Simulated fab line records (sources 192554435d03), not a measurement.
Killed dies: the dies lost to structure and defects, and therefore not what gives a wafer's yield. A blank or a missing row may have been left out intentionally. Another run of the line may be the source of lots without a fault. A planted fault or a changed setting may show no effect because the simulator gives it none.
Matching of chambers + flow n5-finfet + pecvd-04 running N5_BEOL_M9_DEP_56: 3 sister chambers
The step deposits SiCN from 3MS/NH3, target thk 15 nm, time 26.5 s. 6 wafers are shown with their chamber, then 7 later ones without.

WAFERS PAIRED WITH THEIR CHAMBERS
| wafer  | chamber | showerhead-plenum-p-Torr (Torr) | throttle-valve-pct (%) |
|--------|---------|---------------------------------|------------------------|
| L300.5 | 1       | 3.643                           | 9.2                    |
| L304.4 | 0       | 3.630                           | 9.2                    |
| L304.5 | 1       | 3.653                           | 9.4                    |
| L304.6 | 2       | 3.670                           | 9.4                    |
| L306.2 | 2       | 3.664                           | 9.1                    |
| L306.3 | 0       | 3.625                           | 9.2                    |

WAFERS MISSING THEIR CHAMBER
| wafer  | showerhead-plenum-p-Torr (Torr) | throttle-valve-pct (%) |
|--------|---------------------------------|------------------------|
| L306.4 | 3.633                           | 9.0                    |
| L317.2 | 3.629                           | 9.2                    |
| L317.4 | 3.644                           | 9.5                    |
| L317.6 | 3.627                           | 8.8                    |
| L315.3 | 3.633                           | 9.1                    |
| L315.4 | 3.653                           | 9.3                    |
| L315.5 | 3.632                           | 9.3                    |

WHICH CHAMBER EACH ONE RAN IN
| wafer  | from the rows above     | in truth |
|--------|-------------------------|----------|
| L306.4 | can't be placed: 0 or 1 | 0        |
| L317.2 | 0                       | 0        |
| L317.4 | 1                       | 1        |
| L317.6 | 0                       | 0        |
| L315.3 | can't be placed: 0 or 1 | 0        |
| L315.4 | can't be placed: 1 or 2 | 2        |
| L315.5 | can't be placed: 0 or 1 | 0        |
Correct placement for 3 of the 7. From these rows, 4 cannot be placed; in 4 the true chamber is one of the candidates. Wrongly placed: 0.
How it was worked out, from the rows above alone: a wafer's distance from a chamber is the root of the sum, over the readings, of the square of ((its reading less the chamber's mean) divided by the reading's scatter). If the next closest chamber is less than 2 further off than the closest, the wafer can't be placed; otherwise it belongs to the closest. Each chamber's mean is taken over the wafers shown for it. The scatter: take each reading less its chamber's mean, square it, sum over the shown wafers, divide by the number of wafers less the number of chambers, and take the root.
